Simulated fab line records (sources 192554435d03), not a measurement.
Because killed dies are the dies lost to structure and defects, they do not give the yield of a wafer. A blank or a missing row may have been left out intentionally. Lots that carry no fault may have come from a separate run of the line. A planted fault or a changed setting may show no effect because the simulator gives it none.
Matching of chambers | flow n5-finfet | N5_BEOL_M2_DEP_57 on pecvd-02 has 3 sister chambers
The step deposits SiCN from 3MS/NH3, target thk 8 nm, time 14 s. 3 wafers are shown with their chamber, then 6 later ones without.

EACH WAFER AND ITS CHAMBER
wafer  | chamber | showerhead-vpp-V (V)
L133.6 | 0       | 940
L137.3 | 1       | 861
L137.5 | 2       | 826

WAFERS WITH NO CHAMBER GIVEN
wafer  | showerhead-vpp-V (V)
L138.1 | 960
L138.2 | 830
L138.4 | 816
L139.2 | 846
L139.3 | 943
L139.4 | 924

WHICH CHAMBER EACH WENT THROUGH
wafer  | from the rows above     | in truth
L138.1 | 0                       | 0
L138.2 | 2                       | 2
L138.4 | 2                       | 2
L139.2 | can't be placed: 1 or 2 | 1
L139.3 | 0                       | 0
L139.4 | 0                       | 0
Correct placement for 5 of the 6. Unplaceable from these rows: 1, with the true chamber sitting among the candidates in 1. Placed wrongly: 0.
How it was worked out, from the rows above alone: a wafer's distance from a chamber is the root of the sum, over the readings, of the square of ((its reading less the chamber's mean) divided by the reading's scatter). The wafer belongs to the nearest chamber; if the next one is less than 2 further off, it can't be placed. For every chamber, the mean is computed from those of its wafers that are shown. The scatter (one wafer shown for each chamber): square how far every hidden wafer sits from the nearest shown wafer, average those squares and take the square root.
